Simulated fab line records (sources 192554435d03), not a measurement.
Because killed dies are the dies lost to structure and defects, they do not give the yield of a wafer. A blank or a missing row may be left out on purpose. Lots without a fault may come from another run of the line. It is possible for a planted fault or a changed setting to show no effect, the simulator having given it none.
Split-lot trial -- flow n5-finfet -- 21 wafers read across 7 lots, on a route 1938 steps long

== SPLIT DETAILS ==
At N5_FIN_SAQP_ETCH_65 (etches SiO2 in CF4, target depth 4 nm, time 4.4 s), the setting time-s was moved away from the recipe's 4.4 s on 6 of the 21 wafers read, by -15.6% to +8.9%. All remaining wafers had this setting at the recipe value.

The split's own step is where the reading is taken.

== THE READING ==
etch.depth-nm (the simulator's own value, which no gauge read), in nm, at N5_FIN_SAQP_ETCH_65 (etches SiO2 in CF4, target depth 4 nm, time 4.4 s). There is no usual value for it anywhere in the file. Across the 15 wafers here that went through the recipe, the average is 3.991 nm and the standard deviation 0.081 nm.

wafer,"tool, chamber at the split","time-s as run, s",against the recipe,"etch.depth-nm, nm",against lot-mates on the recipe
L077.1,"rie-si-02, 0",4.024,-8.5%,3.732,-0.285
L077.3,"rie-si-02, 3",4.4,recipe,4.145,-
L077.6,"rie-si-02, 2",4.4,recipe,3.889,-
L078.1,"rie-si-01, 2",4.4,recipe,4.017,-
L078.3,"rie-si-01, 0",4.4,recipe,3.994,-
L078.5,"rie-si-01, 1",4.4,recipe,3.848,-
L079.1,"rie-si-01, 0",4.4,recipe,4.017,-
L079.4,"rie-si-01, 2",4.4,recipe,4.068,-
L079.5,"rie-si-01, 3",4.4,recipe,3.993,-
L088.1,"rie-si-02, 1",4.4,recipe,3.937,-
L088.2,"rie-si-02, 2",4.4,recipe,3.946,-
L088.5,"rie-si-02, 1",3.988,-9.4%,3.583,-0.358
L089.3,"rie-si-01, 3",3.712,-15.6%,3.309,-0.689
L089.4,"rie-si-01, 0",4.4,recipe,3.998,-
L089.5,"rie-si-01, 1",3.712,-15.6%,3.251,-0.747
L090.1,"rie-si-06, 0",4.79,+8.9%,4.48,+0.433
L090.5,"rie-si-06, 1",4.4,recipe,4.004,-
L090.6,"rie-si-06, 0",4.4,recipe,4.09,-
L097.3,"rie-si-06, 0",4.4,recipe,4.055,-
L097.4,"rie-si-06, 2",4.4,recipe,3.858,-
L097.5,"rie-si-06, 2",4.671,+6.2%,4.08,+0.123

THE FIT
A straight line over all 21 wafers: etch.depth-nm changes by +0.0432 nm for each +1% of time-s; r = +0.95; the points scatter about the line by 0.091 nm.
The same after taking each lot's own level away (the mean of its wafers on the recipe; 21 wafers): +0.0427 nm for each +1%; r = +0.96; scatter 0.077 nm.
The reading moves by 0.67 nm for the largest change in time-s, on that fit.
From 3.9415 to 4.0470 nm: that is the span of the lots' own levels, equal to 1.3 times the standard deviation above.
So the lot-to-lot level changes the slope little: the two slopes agree.
Check: for one of the wafers moved furthest among these (-15.6%), held out of the fit, the line's prediction against its lot-mates is -0.663 nm. Against them it came out at -0.689 nm.

== ADDITIONAL SPLITS CARRIED BY THESE WAFERS ==
Note: prior to the reading, these wafers also went through further splits. Each is held against what the fit with the lots' levels taken away leaves over:
other split on the same wafers,wafers away from the commonest value,r with etch.depth-nm (lot level and that fit taken away)
N5_ZERO_LAYER_COAT_05 spin-rpm,9,+0.19
N5_ZERO_LAYER_DEVELOP_10 develop-time-s,6,-0.32
N5_WELL_APT_PEB_23 peb-temp-c,9,+0.22

== FILE'S OWN FIT ==
etch.depth-nm changes by +0.0415 nm for each +1% of time-s, r = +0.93.
